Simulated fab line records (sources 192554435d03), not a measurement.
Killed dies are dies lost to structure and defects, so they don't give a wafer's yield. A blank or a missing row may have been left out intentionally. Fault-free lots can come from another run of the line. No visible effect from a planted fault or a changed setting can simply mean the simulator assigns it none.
fab line records	flow n5-finfet
record: lots: 24	wafers: 72	last-day: 20
route steps=1938 shown HKMG_FIN@445 GATE_CUT@474 MOL_CONTACT_COAG@529
lots that met no fault: from a run of the same line without faults
start-h: the number of hours between the record's first day and the start of the first shown wafer of the lot	wait-h: hours since the lot's step before	" repeats the value in the row above	L1.1+2: a row that stands for several wafers	- value missing, or start not given	* or withheld: withheld	< > ~ a bound
route shown NAME@n: a module of which the file shows steps, and the number in the route of the first	usual: average and standard deviation across the fault-free wafers	same: alike in all rows	chamber/n: place in a boat	sites: readings site by site	_std_site: their standard deviation	_edge_site: the outer-site mean with the inner-site mean subtracted	radius-mm: how far each site lies from the wafer's centre	mask NAME#n: copy n	behind: tool/chamber where the wafer was last shaped	hold: cause of the lot's hold/its duration in hours/its outcome	device: names the non-switching transistor (n, p or np)	end of line: tests run on the same wafers once the route is complete	for a step that has no rows: nothing shown but its recipe	killed: at the first sort, the dies lost to defects and structure; wafer yield is something else	map: per-die view of a wafer (x killed, . not killed, _ where there is no die)
set.NAME: setting as actually run; set.NAME@STEP: the setting as run at that earlier step	model.NAME: the simulator's own value behind a step, which no gauge read
the route's steps for a sample of lots (tables are steps, rows are wafers)
services: the hour from which a tool's chamber was out of use, counted from the record's first day as start-h (under 0 if before that day), plus the number of hours and why
== steps ==
step: N5_HKMG_FIN_STRIP_89
recipe: chemistry: N2/H2	material: SOC	time-s: 20	power-w: 500	temp-c: 40	pressure-mtorr: 50	rf-frequency-hz: 6e+07	bias-power-w: 8	h2-frac: 0.5	n2-flow-sccm: 300	h2-flow-sccm: 300
usual: drypump-motor-current-A: 5.6/0.53	h2-flow-sccm: 300.0/0.84	oes-product-au: 0.83/0.092	rf-vpp-V: 54.3/0.93	showerhead-plenum-p-Torr: 3.40/0.14	throttle-valve-pct: 19.0/0.3
lot.wafer	tool	chamber	start-h	wait-h	drypump-motor-current-A	h2-flow-sccm	oes-product-au	rf-hours-counter-h	rf-vpp-V	showerhead-plenum-p-Torr	throttle-valve-pct
L074.1	rie-diel-03	0	76.61	0.0	5.5	299.3	0.71	219	52.6	3.31	18.7
L074.4	"	3	"	"	4.9	300.6	0.74	172	55.6	3.48	19.6
L074.6	"	1	"	"	6.5	299.7	0.92	-	54.9	3.58	19.0
L075.1	rie-diel-04	0	83.96	0.0	5.4	300.2	0.93	7	53.8	3.30	18.8
L075.4	"	1	"	"	5.1	299.8	0.67	248	52.2	3.18	19.5
L075.5	"	2	"	"	6.1	299.9	0.83	-	53.3	3.40	18.7
L076.2	rie-diel-04	3	91.63	0.0	6.0	301.6	0.69	229	53.3	3.18	19.1
L076.3	"	0	"	"	5.3	299.9	0.94	9	54.3	3.30	18.8
L076.5	"	3	"	"	6.0	300.3	0.70	-	53.8	3.18	19.1
L077.1	rie-diel-03	2	96.05	0.0	5.3	300.4	0.74	178	54.8	3.22	19.3
L077.4	"	1	"	"	6.5	300.1	0.91	26	53.9	3.58	19.0
L077.5	"	1	"	"	6.5	301.5	0.91	-	55.4	3.58	19.0
L078.1	rie-diel-03	3	98.89	0.0	4.9	299.4	0.75	180	55.6	3.47	19.6
L078.4	"	3	"	"	4.9	298.9	0.73	-	53.7	3.47	19.6
L078.6	"	0	"	"	5.5	299.5	0.70	-	53.8	3.31	18.7
L079.4	rie-diel-04	0	108.27	0.0	5.3	299.3	0.94	-	53.7	3.30	18.8
L079.5	"	2	"	"	6.1	302.0	0.83	-	54.2	3.39	18.7
L079.6	"	3	"	"	6.0	300.9	0.69	-	53.8	3.18	19.1
L080.2	rie-diel-04	2	117.36	0.0	6.1	299.8	0.83	71	54.2	3.39	18.7
L080.3	"	1	"	"	5.1	301.0	0.97	1	54.5	3.59	19.1
L080.6	"	0	"	"	5.4	300.4	0.91	-	54.6	3.30	18.8
L081.1	rie-diel-01	1	117.96	0.0	5.1	299.3	0.91	18	54.0	3.57	18.9
L081.4	"	0	"	"	5.7	299.9	0.82	76	54.1	3.39	18.6
L081.5	"	0	"	"	5.7	299.5	0.82	-	54.0	3.39	18.6
L082.1	rie-diel-01	2	125.43	0.0	5.3	301.3	0.95	8	55.3	3.57	18.8
L082.5	"	1	"	"	5.1	300.4	0.90	-	54.6	3.57	18.9
L082.6	"	0	"	"	5.7	301.1	0.82	-	55.0	3.39	18.6
L083.1	rie-diel-04	3	132.77	0.0	6.0	300.7	0.69	239	52.1	3.18	19.1
L083.4	"	2	"	"	6.1	299.9	0.82	76	54.9	3.39	18.7
L083.6	"	1	"	"	5.1	300.3	0.94	-	55.6	3.58	19.1
L084.2	rie-diel-03	0	137.79	0.0	5.5	300.4	0.69	239	55.1	3.30	18.7
L084.3	"	3	"	"	4.9	300.1	0.73	194	53.6	3.47	19.6
L084.5	"	0	"	"	5.5	300.1	0.69	-	55.8	3.30	18.7
L086.1	rie-diel-01	0	150.08	0.0	5.7	300.6	0.82	83	52.5	3.38	18.6
L086.4	"	3	"	"	6.3	301.0	0.91	-	54.2	3.30	19.1
L086.5	"	1	"	"	5.1	299.5	0.89	-	53.6	3.57	18.9
L085.3	rie-diel-03	0	151.61	0.0	5.5	299.7	0.69	244	55.1	3.30	18.7
L085.4	"	1	"	"	6.5	299.4	0.88	45	52.8	3.57	19.0
L085.5	"	2	"	"	5.3	299.9	0.73	-	54.2	3.21	19.3
L087.4	rie-diel-03	1	158.13	0.0	6.5	299.9	0.86	-	54.3	3.56	19.1
L087.5	"	0	"	"	5.5	298.7	0.68	-	54.5	3.29	18.7
L087.6	"	3	"	"	4.8	300.4	0.72	-	54.0	3.46	19.6
L089.3	rie-diel-01	3	168.73	0.0	6.3	299.4	0.91	25	53.4	3.30	19.1
L089.4	"	1	"	"	5.1	299.5	0.89	31	55.6	3.57	18.9
L089.6	"	1	"	"	5.1	300.1	0.89	-	54.2	3.57	18.9
L088.1	rie-diel-04	0	169.53	0.0	5.4	299.9	0.90	33	54.9	3.29	18.9
L088.4	"	2	"	"	6.1	300.9	0.82	87	55.5	3.38	18.7
L088.6	"	1	"	"	5.1	299.5	0.90	-	53.7	3.58	19.1
L090.1	rie-diel-03	1	174.10	0.1	6.5	297.7	0.87	56	55.1	3.56	19.1
L090.5	"	2	"	"	5.3	300.9	0.73	-	53.7	3.21	19.4
L090.6	"	1	"	"	6.5	297.8	0.87	-	53.9	3.56	19.1
L091.2	rie-diel-04	0	181.88	0.0	5.3	300.1	0.87	38	53.6	3.29	18.9
L091.3	"	2	"	"	6.1	298.8	0.81	91	53.3	3.38	18.7
L091.4	"	1	"	"	5.0	299.3	0.88	23	55.8	3.57	19.1
L092.2	rie-diel-01	3	184.62	0.0	6.3	300.0	0.90	31	52.4	3.29	19.1
L092.4	"	1	"	"	5.1	298.3	0.88	38	55.5	3.56	18.9
L092.5	"	0	"	"	5.7	299.6	0.80	-	53.7	3.38	18.7
L093.2	rie-diel-03	0	194.45	0.0	5.5	300.3	0.99	4	53.8	3.29	18.3
L093.3	"	1	"	"	6.5	298.6	0.85	68	54.7	3.55	19.1
L093.4	"	2	"	"	5.3	301.1	0.72	-	54.7	3.20	19.4
L094.2	rie-diel-01	1	197.40	0.0	5.1	299.6	0.88	43	55.4	3.56	18.9
L094.4	"	0	"	"	5.8	299.5	0.80	100	55.2	3.37	18.7
L094.5	"	3	"	"	6.3	301.0	0.89	-	55.2	3.29	19.2
L095.1	rie-diel-03	2	204.71	0.0	5.3	299.7	0.71	215	53.8	3.20	19.4
L095.3	"	0	"	"	5.5	299.6	0.97	9	54.5	3.29	18.4
L095.6	"	1	"	"	6.5	300.1	0.84	-	54.1	3.55	19.1
L096.2	rie-diel-04	2	210.83	0.0	6.1	299.6	0.79	103	55.6	3.38	18.7
L096.4	"	1	"	"	5.1	298.4	0.86	35	55.5	3.57	19.1
L096.6	"	0	"	"	5.3	300.7	0.85	-	54.7	3.28	18.9
L097.1	rie-diel-03	1	234.28	0.0	6.5	300.7	0.83	83	53.1	3.54	19.1
L097.2	"	2	"	"	5.3	299.6	0.71	225	53.4	3.20	19.4
L097.5	"	0	"	"	5.5	299.8	0.94	-	54.0	3.28	18.4
step: N5_GATE_CUT_PECVD_57
recipe: material: SiNx	target-thk-a: 210	temp-c: 400	precursor: SiH4/NH3/N2	pressure-torr: 1.5	rf-w: 300
usual: heater-power-w: 748/64	showerhead-plenum-p-Torr: 5.12/0.05	throttle-valve-pct: 39.8/1.4
lot.wafer	tool	chamber	start-h	wait-h	heater-power-w	showerhead-plenum-p-Torr	throttle-valve-pct
L074.1	pecvd-03	2	82.64	1.1	751	5.06	42.2
L074.4	"	1	"	"	801	5.07	38.6
L074.6	"	0	"	"	785	5.12	40.7
L075.1	pecvd-02	2	89.89	1.1	737	5.09	38.4
L075.4	"	0	"	"	863	5.20	38.9
L075.5	"	1	"	"	720	5.10	38.7
L076.2	pecvd-04	2	97.54	1.1	828	5.08	40.6
L076.3	"	1	"	"	718	5.14	38.0
L076.5	"	1	"	"	723	5.14	37.6
L077.1	pecvd-03	1	102.49	1.1	668	5.06	38.6
L077.4	"	1	"	"	689	5.08	38.7
L077.5	"	1	"	"	671	5.06	38.5
L078.1	pecvd-03	1	104.75	1.1	785	5.07	38.6
L078.4	"	0	"	"	709	5.13	40.7
L078.6	"	0	"	"	692	5.14	40.4
L079.4	pecvd-03	1	114.49	1.1	670	5.06	38.7
L079.5	"	2	"	"	737	5.04	42.2
L079.6	"	1	"	"	669	5.06	39.0
L080.2	pecvd-04	1	123.28	1.1	703	5.14	38.1
L080.3	"	0	"	"	746	5.21	41.0
L080.6	"	2	"	"	828	5.10	40.5
L081.1	pecvd-03	1	123.80	1.1	796	5.07	38.4
L081.4	"	2	"	"	738	5.05	42.5
L081.5	"	0	"	"	764	5.13	40.8
L082.1	pecvd-04	0	131.30	1.1	722	5.20	41.2
L082.5	"	0	"	"	702	5.20	41.1
L082.6	"	1	"	"	770	5.14	38.0
L083.1	pecvd-03	1	138.62	1.1	776	5.07	38.8
L083.4	"	0	"	"	736	5.12	40.8
L083.6	"	2	"	"	693	5.05	42.4
L084.2	pecvd-03	0	143.90	1.1	648	5.14	40.6
L084.3	"	2	"	"	683	5.06	42.2
L084.5	"	2	"	"	673	5.06	42.2
L086.1	pecvd-02	0	156.07	1.1	767	5.21	38.9
L086.4	"	0	"	"	755	5.22	39.1
L086.5	"	1	"	"	694	5.12	38.5
L085.3	pecvd-02	1	157.65	1.1	700	5.11	38.5
L085.4	"	1	"	"	698	5.12	38.6
L085.5	"	0	"	"	880	5.20	39.1
L087.4	pecvd-03	0	164.11	1.1	681	5.13	41.0
L087.5	"	1	"	"	782	5.06	38.1
L087.6	"	2	"	"	749	5.04	42.3
L089.3	pecvd-02	0	174.65	1.1	894	5.21	39.0
L089.4	"	2	"	"	662	5.10	39.0
L089.6	"	0	"	"	896	5.19	38.9
L088.1	pecvd-02	0	175.37	1.1	866	5.20	39.2
L088.4	"	1	"	"	645	5.11	38.8
L088.6	"	2	"	"	645	5.09	39.3
L090.1	pecvd-02	1	180.09	1.1	663	5.13	38.8
L090.5	"	2	"	"	719	5.10	39.0
L090.6	"	0	"	"	887	5.20	38.9
L091.2	pecvd-02	2	189.21	1.1	719	5.09	39.3
L091.3	"	0	"	"	921	5.21	39.3
L091.4	"	0	"	"	896	5.22	39.1
L092.2	pecvd-03	0	192.07	1.1	745	5.13	41.1
L092.4	"	0	"	"	747	5.13	40.8
L092.5	"	2	"	"	761	5.06	42.4
L093.2	pecvd-04	0	200.43	1.1	721	5.19	40.9
L093.3	"	1	"	"	766	5.14	37.8
L093.4	"	0	"	"	705	5.20	41.2
L094.2	pecvd-03	1	203.41	1.1	760	5.07	38.7
L094.4	"	1	"	"	785	5.07	38.7
L094.5	"	0	"	"	766	5.12	41.1
L095.1	pecvd-04	2	210.87	1.1	732	5.11	41.0
L095.3	"	0	"	"	724	5.19	41.1
L095.6	"	0	"	"	739	5.20	41.2
L096.2	pecvd-04	0	217.08	1.1	663	5.21	41.2
L096.4	"	2	"	"	845	5.10	41.0
L096.6	"	1	"	"	757	5.14	37.8
L097.1	pecvd-02	2	240.51	1.1	763	5.09	39.7
L097.2	"	1	"	"	644	5.13	38.8
L097.5	"	2	"	"	763	5.10	39.5
step: N5_GATE_CUT_INSPECT_15
recipe: mode: adi	inspect-instrument: brightfield
usual: raw-defect-count: 127/41
lot.wafer	tool	chamber	start-h	wait-h	raw-defect-count
L074.1	defect-inspect-01	-	83.47	0.1	113
L074.4	"	-	"	"	89
L074.6	"	-	"	"	115
L075.1	defect-inspect-01	-	90.72	0.1	111
L075.4	"	-	"	"	220
L075.5	"	-	"	"	158
L076.2	defect-inspect-01	-	98.50	0.0	77
L076.3	"	-	"	"	132
L076.5	"	-	"	"	79
L077.1	defect-inspect-01	-	103.51	0.1	87
L077.4	"	-	"	"	98
L077.5	"	-	"	"	169
L078.1	defect-inspect-02	-	105.60	0.1	97
L078.4	"	-	"	"	101
L078.6	"	-	"	"	123
L079.4	defect-inspect-02	-	115.45	0.0	113
L079.5	"	-	"	"	122
L079.6	"	-	"	"	93
L080.2	defect-inspect-01	-	124.11	0.0	118
L080.3	"	-	"	"	177
L080.6	"	-	"	"	113
L081.1	defect-inspect-02	-	124.63	0.1	179
L081.4	"	-	"	"	238
L081.5	"	-	"	"	113
L082.1	defect-inspect-01	-	132.26	0.1	81
L082.5	"	-	"	"	99
L082.6	"	-	"	"	170
L083.1	defect-inspect-01	-	139.61	0.1	140
L083.4	"	-	"	"	126
L083.6	"	-	"	"	200
L084.2	defect-inspect-02	-	144.73	0.0	121
L084.3	"	-	"	"	163
L084.5	"	-	"	"	152
L086.1	defect-inspect-01	-	157.02	0.1	110
L086.4	"	-	"	"	111
L086.5	"	-	"	"	71
L085.3	defect-inspect-01	-	158.48	0.0	118
L085.4	"	-	"	"	153
L085.5	"	-	"	"	150
L087.4	defect-inspect-02	-	164.92	0.0	220
L087.5	"	-	"	"	163
L087.6	"	-	"	"	148
L089.3	defect-inspect-01	-	175.50	0.0	114
L089.4	"	-	"	"	98
L089.6	"	-	"	"	153
L088.1	defect-inspect-01	-	176.20	0.1	133
L088.4	"	-	"	"	62
L088.6	"	-	"	"	52
L090.1	defect-inspect-02	-	181.04	0.1	144
L090.5	"	-	"	"	123
L090.6	"	-	"	"	188
L091.2	defect-inspect-01	-	190.04	0.0	114
L091.3	"	-	"	"	123
L091.4	"	-	"	"	115
L092.2	defect-inspect-02	-	193.02	0.0	84
L092.4	"	-	"	"	151
L092.5	"	-	"	"	123
L093.2	defect-inspect-01	-	201.39	0.0	116
L093.3	"	-	"	"	129
L093.4	"	-	"	"	215
L094.2	defect-inspect-02	-	204.24	0.0	143
L094.4	"	-	"	"	138
L094.5	"	-	"	"	136
L095.1	defect-inspect-02	-	211.70	0.1	152
L095.3	"	-	"	"	105
L095.6	"	-	"	"	164
L096.2	defect-inspect-01	-	218.04	0.0	133
L096.4	"	-	"	"	126
L096.6	"	-	"	"	122
L097.1	defect-inspect-02	-	241.34	0.1	67
L097.2	"	-	"	"	81
L097.5	"	-	"	"	85
step: N5_GATE_CUT_INSPECT_26
recipe: inspect-instrument: darkfield	mode: post-cmp
usual: raw-defect-count: 36/15
lot.wafer	tool	chamber	start-h	wait-h	raw-defect-count
L074.1	defect-inspect-01	-	86.90	0.0	47
L074.4	"	-	"	"	44
L074.6	"	-	"	"	51
L075.1	defect-inspect-01	-	94.32	0.0	31
L075.4	"	-	"	"	31
L075.5	"	-	"	"	45
L076.2	defect-inspect-02	-	102.85	0.0	31
L076.3	"	-	"	"	30
L076.5	"	-	"	"	60
L077.1	defect-inspect-02	-	107.23	0.0	23
L077.4	"	-	"	"	25
L077.5	"	-	"	"	16
L078.1	defect-inspect-01	-	109.00	0.0	27
L078.4	"	-	"	"	31
L078.6	"	-	"	"	26
L079.4	defect-inspect-02	-	118.87	0.0	15
L079.5	"	-	"	"	23
L079.6	"	-	"	"	29
L080.2	defect-inspect-01	-	127.54	0.0	25
L080.3	"	-	"	"	17
L080.6	"	-	"	"	41
L081.1	defect-inspect-01	-	128.78	0.0	61
L081.4	"	-	"	"	27
L081.5	"	-	"	"	57
L082.1	defect-inspect-01	-	135.65	0.0	37
L082.5	"	-	"	"	33
L082.6	"	-	"	"	14
L083.1	defect-inspect-02	-	143.19	0.0	41
L083.4	"	-	"	"	44
L083.6	"	-	"	"	49
L084.2	defect-inspect-02	-	148.12	0.0	17
L084.3	"	-	"	"	24
L084.5	"	-	"	"	26
L086.1	defect-inspect-02	-	160.49	0.0	55
L086.4	"	-	"	"	53
L086.5	"	-	"	"	49
L085.3	defect-inspect-02	-	161.88	0.0	37
L085.4	"	-	"	"	34
L085.5	"	-	"	"	37
L087.4	defect-inspect-02	-	168.52	0.0	72
L087.5	"	-	"	"	36
L087.6	"	-	"	"	33
L089.3	defect-inspect-02	-	178.95	0.0	28
L089.4	"	-	"	"	36
L089.6	"	-	"	"	47
L088.1	defect-inspect-01	-	179.82	0.0	33
L088.4	"	-	"	"	38
L088.6	"	-	"	"	46
L090.1	defect-inspect-02	-	185.05	0.0	27
L090.5	"	-	"	"	29
L090.6	"	-	"	"	45
L091.2	defect-inspect-02	-	194.24	0.0	13
L091.3	"	-	"	"	53
L091.4	"	-	"	"	44
L092.2	defect-inspect-02	-	196.43	0.0	22
L092.4	"	-	"	"	21
L092.5	"	-	"	"	15
L093.2	defect-inspect-01	-	205.07	0.0	31
L093.3	"	-	"	"	32
L093.4	"	-	"	"	37
L094.2	defect-inspect-01	-	207.68	0.0	28
L094.4	"	-	"	"	30
L094.5	"	-	"	"	26
L095.1	defect-inspect-02	-	215.55	0.0	33
L095.3	"	-	"	"	53
L095.6	"	-	"	"	90
L096.2	defect-inspect-01	-	222.01	0.0	27
L096.4	"	-	"	"	38
L096.6	"	-	"	"	50
L097.1	defect-inspect-02	-	245.50	0.0	27
L097.2	"	-	"	"	29
L097.5	"	-	"	"	63
step: N5_MOL_CONTACT_COAG_DESCUM_13
recipe: chemistry: O2	time-s: 7	source-power-w: 50	bias-power-w: 20	pressure-mtorr: 20	rf-frequency-hz: 2.712e+07	temp-c: 40	resist: CAR-EUV	o2-flow-sccm: 225
usual: drypump-motor-current-A: 5.6/0.53	o2-flow-sccm: 224.9/0.74	oes-product-au: 0.84/0.092	rf-vpp-V: 243.7/1.6	showerhead-plenum-p-Torr: 2.13/0.089	throttle-valve-pct: 20.36/0.16
lot.wafer	tool	chamber	start-h	wait-h	drypump-motor-current-A	o2-flow-sccm	oes-product-au	rf-hours-counter-h	rf-vpp-V	showerhead-plenum-p-Torr	throttle-valve-pct
L074.1	rie-diel-03	2	87.46	0.0	5.3	224.7	0.75	175	242.7	1.99	20.45
L074.4	"	0	"	"	5.5	225.8	0.70	222	241.5	2.06	20.34
L074.6	"	3	"	"	4.9	226.4	0.75	-	243.4	2.17	20.70
L075.1	rie-diel-04	2	94.94	0.2	6.1	225.0	0.83	65	243.5	2.13	20.22
L075.4	"	2	"	"	6.1	225.5	0.83	-	243.8	2.13	20.20
L075.5	"	3	"	"	6.0	226.0	0.69	-	241.2	1.97	20.60
L076.2	rie-diel-01	2	103.28	0.0	5.4	225.4	1.00	0	243.3	2.24	20.26
L076.3	"	0	"	"	5.8	224.7	0.84	69	242.6	2.12	20.29
L076.5	"	2	"	"	5.3	225.7	1.00	-	245.5	2.24	20.28
L077.1	rie-diel-01	3	107.78	0.0	6.3	223.9	0.94	7	242.4	2.06	20.44
L077.4	"	1	"	"	5.1	224.1	0.93	14	246.5	2.23	20.32
L077.5	"	3	"	"	6.3	224.2	0.94	-	241.4	2.06	20.43
L078.1	rie-diel-01	3	109.42	0.0	6.3	226.4	0.94	8	241.9	2.06	20.45
L078.4	"	1	"	"	5.1	225.1	0.92	15	245.1	2.23	20.30
L078.6	"	0	"	"	5.7	224.4	0.82	-	244.0	2.12	20.30
L079.4	rie-diel-03	3	119.29	0.0	4.8	224.5	0.72	186	243.8	2.17	20.71
L079.5	"	1	"	"	6.5	224.2	0.90	-	244.5	2.22	20.31
L079.6	"	2	"	"	5.3	224.7	0.73	-	241.6	1.99	20.45
L080.2	rie-diel-03	0	128.09	0.0	5.5	224.9	0.69	236	242.0	2.05	20.36
L080.3	"	3	"	"	4.8	225.4	0.73	189	243.7	2.17	20.73
L080.6	"	1	"	"	6.5	225.3	0.90	-	245.6	2.22	20.30
L081.1	rie-diel-03	1	129.21	0.0	6.5	225.1	0.90	38	244.4	2.22	20.32
L081.4	"	0	"	"	5.5	224.0	0.68	-	244.5	2.05	20.36
L081.5	"	1	"	"	6.5	224.3	0.90	-	246.2	2.22	20.30
L082.1	rie-diel-03	3	136.77	0.7	4.8	224.9	0.73	193	244.4	2.17	20.73
L082.5	"	3	"	"	4.8	224.2	0.73	-	242.8	2.17	20.72
L082.6	"	0	"	"	5.5	225.6	0.69	-	242.5	2.05	20.36
L083.1	rie-diel-03	3	143.61	0.0	4.8	224.5	0.72	196	244.1	2.17	20.73
L083.4	"	1	"	"	6.5	225.4	0.90	42	247.2	2.22	20.31
L083.6	"	1	"	"	6.5	223.8	0.90	-	244.4	2.22	20.33
L084.2	rie-diel-04	0	148.67	0.0	5.3	223.2	0.91	27	241.1	2.05	20.27
L084.3	"	2	"	"	6.1	224.7	0.83	81	245.2	2.12	20.25
L084.5	"	3	"	"	6.0	224.2	0.70	-	243.0	1.97	20.62
L086.1	rie-diel-03	2	161.04	0.0	5.3	224.8	0.72	192	240.9	1.99	20.48
L086.4	"	0	"	"	5.5	225.5	0.67	249	242.9	2.05	20.37
L086.5	"	0	"	"	5.5	225.9	0.67	-	241.1	2.05	20.37
L085.3	rie-diel-01	3	162.30	0.0	6.3	224.8	0.91	23	242.0	2.06	20.48
L085.4	"	1	"	"	5.1	226.0	0.90	30	245.1	2.22	20.33
L085.5	"	1	"	"	5.1	226.1	0.89	-	244.3	2.23	20.34
L087.4	rie-diel-04	2	169.06	0.0	6.1	223.1	0.82	86	244.5	2.12	20.24
L087.5	"	1	"	"	5.0	224.3	0.91	-	244.8	2.23	20.11
L087.6	"	2	"	"	6.1	223.5	0.81	-	243.5	2.12	20.25
L089.3	rie-diel-03	2	179.59	0.1	5.3	225.9	0.73	-	243.6	1.98	20.48
L089.4	"	1	"	"	6.5	224.8	0.88	-	245.4	2.21	20.35
L089.6	"	2	"	"	5.3	224.9	0.72	-	241.7	1.98	20.49
L088.1	rie-diel-01	2	181.46	1.1	5.3	224.7	0.92	19	246.1	2.23	20.28
L088.4	"	1	"	"	5.1	225.3	0.89	36	246.4	2.22	20.36
L088.6	"	3	"	"	6.3	224.6	0.89	-	243.1	2.05	20.47
L090.1	rie-diel-04	2	185.60	0.0	6.1	225.0	0.81	93	243.6	2.12	20.27
L090.5	"	2	"	"	6.1	223.4	0.80	-	244.3	2.12	20.24
L090.6	"	0	"	"	5.3	225.4	0.88	-	242.4	2.04	20.31
L091.2	rie-diel-04	1	194.79	0.0	5.0	224.9	0.87	29	245.3	2.23	20.10
L091.3	"	0	"	"	5.3	224.5	0.88	44	242.9	2.04	20.30
L091.4	"	2	"	"	6.1	224.3	0.79	-	242.0	2.12	20.26
L092.2	rie-diel-01	2	196.97	0.0	5.3	225.1	0.91	26	243.6	2.23	20.31
L092.4	"	0	"	"	5.7	224.0	0.81	100	245.1	2.11	20.32
L092.5	"	1	"	"	5.1	225.5	0.87	-	244.5	2.22	20.35
L093.2	rie-diel-04	1	205.49	0.0	5.0	225.2	0.88	33	245.4	2.22	20.12
L093.3	"	2	"	"	6.1	224.6	0.79	101	243.8	2.12	20.30
L093.4	"	3	"	"	6.0	225.1	1.00	2	244.9	2.23	20.33
L094.2	rie-diel-04	3	208.22	0.0	6.0	225.4	1.00	2	246.0	2.23	20.33
L094.4	"	1	"	"	5.0	224.8	0.87	34	244.7	2.22	20.11
L094.5	"	2	"	"	6.1	224.5	0.80	-	243.1	2.12	20.28
L095.1	rie-diel-03	0	216.09	0.0	5.5	224.4	0.95	13	242.5	2.04	20.06
L095.3	"	3	"	"	4.9	225.0	0.70	213	244.7	2.16	20.75
L095.6	"	3	"	"	4.8	225.1	0.70	-	244.7	2.16	20.77
L096.2	rie-diel-04	0	222.51	0.0	5.4	224.2	0.87	54	241.7	2.04	20.33
L096.4	"	2	"	"	6.1	225.4	0.79	106	242.0	2.12	20.29
L096.6	"	0	"	"	5.3	224.5	0.86	-	242.8	2.04	20.32
L097.1	rie-diel-04	3	246.21	0.2	6.0	225.1	0.95	17	244.8	2.22	20.35
L097.2	"	0	"	"	5.4	225.5	0.84	63	241.7	2.03	20.34
L097.5	"	1	"	"	5.0	224.8	0.85	-	245.2	2.22	20.14
step: N5_MOL_CONTACT_COAG_SPUTTER_130
recipe: material: Co	target-thk-a: 475	temp-c: 25	chamber-pressure-pa: 0.5	power-w: 3000
usual: throttle-valve-pct: 30.5/0.7
lot.wafer	tool	chamber	start-h	wait-h	throttle-valve-pct
L074.1	pvd-sputter-03	-	93.00	0.0	29.3
L074.4	"	-	"	"	30.3
L074.6	"	-	"	"	30.6
L075.1	pvd-sputter-01	-	101.68	0.0	30.4
L075.4	"	-	"	"	31.6
L075.5	"	-	"	"	31.6
L076.2	pvd-sputter-03	-	108.94	0.0	29.4
L076.3	"	-	"	"	29.8
L076.5	"	-	"	"	30.9
L077.1	pvd-sputter-02	-	114.08	0.0	29.8
L077.4	"	-	"	"	30.1
L077.5	"	-	"	"	30.8
L078.1	pvd-sputter-02	-	114.76	0.0	30.1
L078.4	"	-	"	"	31.0
L078.6	"	-	"	"	30.2
L079.4	pvd-sputter-03	-	123.96	0.0	29.6
L079.5	"	-	"	"	31.0
L079.6	"	-	"	"	29.5
L080.2	pvd-sputter-03	-	134.71	0.0	30.8
L080.3	"	-	"	"	30.3
L080.6	"	-	"	"	30.8
L081.1	pvd-sputter-02	-	136.02	0.0	29.7
L081.4	"	-	"	"	31.0
L081.5	"	-	"	"	30.3
L082.1	pvd-sputter-01	-	142.46	0.0	31.7
L082.5	"	-	"	"	31.6
L082.6	"	-	"	"	31.8
L083.1	pvd-sputter-03	-	151.03	0.0	29.4
L083.4	"	-	"	"	30.1
L083.6	"	-	"	"	30.1
L084.2	pvd-sputter-01	-	154.48	0.0	31.8
L084.3	"	-	"	"	31.3
L084.5	"	-	"	"	31.0
L086.1	pvd-sputter-01	-	167.49	0.0	29.9
L086.4	"	-	"	"	31.0
L086.5	"	-	"	"	31.4
L085.3	pvd-sputter-03	-	169.62	0.0	30.6
L085.4	"	-	"	"	29.5
L085.5	"	-	"	"	30.7
L087.4	pvd-sputter-01	-	175.32	0.0	30.8
L087.5	"	-	"	"	31.3
L087.6	"	-	"	"	31.6
L089.3	pvd-sputter-01	-	184.36	0.0	31.5
L089.4	"	-	"	"	30.4
L089.6	"	-	"	"	31.5
L088.1	pvd-sputter-03	-	188.32	0.0	30.5
L088.4	"	-	"	"	30.3
L088.6	"	-	"	"	29.6
L090.1	pvd-sputter-01	-	192.25	0.0	31.8
L090.5	"	-	"	"	30.3
L090.6	"	-	"	"	30.9
L091.2	pvd-sputter-02	-	200.00	0.0	30.1
L091.3	"	-	"	"	30.3
L091.4	"	-	"	"	31.1
L092.2	pvd-sputter-03	-	204.68	0.0	30.7
L092.4	"	-	"	"	29.4
L092.5	"	-	"	"	29.6
L093.2	pvd-sputter-01	-	209.92	0.0	31.6
L093.3	"	-	"	"	31.1
L093.4	"	-	"	"	30.2
L094.2	pvd-sputter-03	-	212.35	0.0	30.3
L094.4	"	-	"	"	29.3
L094.5	"	-	"	"	29.6
L095.1	pvd-sputter-03	-	222.17	0.0	30.9
L095.3	"	-	"	"	29.6
L095.6	"	-	"	"	30.2
L096.2	pvd-sputter-02	-	229.21	0.0	29.9
L096.4	"	-	"	"	30.2
L096.6	"	-	"	"	30.3
L097.1	pvd-sputter-01	-	251.55	0.0	31.0
L097.2	"	-	"	"	31.3
L097.5	"	-	"	"	31.3
== services ==
tool	chamber	start-h	hours	kind
pecvd-03	-	57.65	0.5	repair
pvd-sputter-01	-	88.43	11.4	repair
rie-diel-04	1	92.78	-	clean
rie-diel-04	1	92.78	-	consumable-replace:focus-ring
rie-diel-04	1	92.78	-	consumable-replace:showerhead
rie-diel-04	1	92.78	18.6	scheduled-down
rie-diel-04	1	92.78	18.6	vent-cycle
pecvd-02	-	100.63	55.4	repair
rie-diel-04	3	103.26	4.3	repair
pecvd-03	0	112.17	8.8	repair
pvd-sputter-01	-	115.28	5.0	repair
rie-diel-01	-	129.43	10.9	repair
pvd-sputter-01	-	137.31	1.3	repair
rie-diel-04	3	138.33	9.4	repair
rie-diel-01	2	143.52	8.2	repair
pvd-sputter-03	-	164.50	2.8	repair
rie-diel-03	0	165.44	-	clean
rie-diel-03	0	165.44	-	consumable-replace:focus-ring
rie-diel-03	0	165.44	20.8	scheduled-down
rie-diel-03	0	165.44	20.8	vent-cycle
pecvd-03	-	174.30	14.6	pm
pecvd-02	-	190.02	14.6	pm
pecvd-03	2	212.06	18.9	repair
pecvd-02	0	215.90	2.2	repair
== key ==
fault none
